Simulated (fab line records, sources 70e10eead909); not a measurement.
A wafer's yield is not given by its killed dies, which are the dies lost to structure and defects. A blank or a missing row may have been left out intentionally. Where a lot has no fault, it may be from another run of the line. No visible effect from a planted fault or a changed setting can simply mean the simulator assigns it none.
Matching of chambers / flow nand harc / NHARC_A_STAIRCASE_DEP_322 on pecvd-01 has 3 sister chambers
The step deposits SiO2, target thk 3800 nm. 6 wafers are shown with their chamber, then 8 later ones without.

== EACH WAFER AND ITS CHAMBER ==
wafer=L084.4; chamber=2; heater power w (W)=529
wafer=L084.5; chamber=0; heater power w (W)=651
wafer=L085.1; chamber=1; heater power w (W)=538
wafer=L085.4; chamber=1; heater power w (W)=508
wafer=L085.6; chamber=2; heater power w (W)=527
wafer=L092.1; chamber=0; heater power w (W)=704

== WAFERS WITH NO CHAMBER GIVEN ==
wafer=L092.2; heater power w (W)=596
wafer=L092.6; heater power w (W)=537
wafer=L090.1; heater power w (W)=620
wafer=L090.4; heater power w (W)=506
wafer=L090.6; heater power w (W)=666
wafer=L095.3; heater power w (W)=808
wafer=L095.4; heater power w (W)=515
wafer=L095.5; heater power w (W)=523

== THE CHAMBER EACH PASSED THROUGH ==
wafer=L092.2; from the rows above=can't be placed: 2 or 1 or 0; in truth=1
wafer=L092.6; from the rows above=can't be placed: 2 or 1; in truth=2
wafer=L090.1; from the rows above=can't be placed: 0 or 2 or 1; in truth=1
wafer=L090.4; from the rows above=can't be placed: 1 or 2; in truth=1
wafer=L090.6; from the rows above=0; in truth=0
wafer=L095.3; from the rows above=0; in truth=0
wafer=L095.4; from the rows above=can't be placed: 1 or 2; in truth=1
wafer=L095.5; from the rows above=can't be placed: 1 or 2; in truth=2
Correct placement for 2 of the 8. Cannot be placed on the basis of these rows: 6; the candidates contain the true chamber in 6. Wrongly placed: 0.
How it was worked out, from the rows above alone: a wafer's distance from a chamber is the root of the sum, over the readings, of the square of ((its reading less the chamber's mean) divided by the reading's scatter). If the next closest chamber is less than 2 further off than the closest, the wafer can't be placed; otherwise it belongs to the closest. The mean given for a chamber averages the wafers shown for that chamber. The scatter: take each reading less its chamber's mean, square it, sum over the shown wafers, divide by the number of wafers less the number of chambers, and take the root.
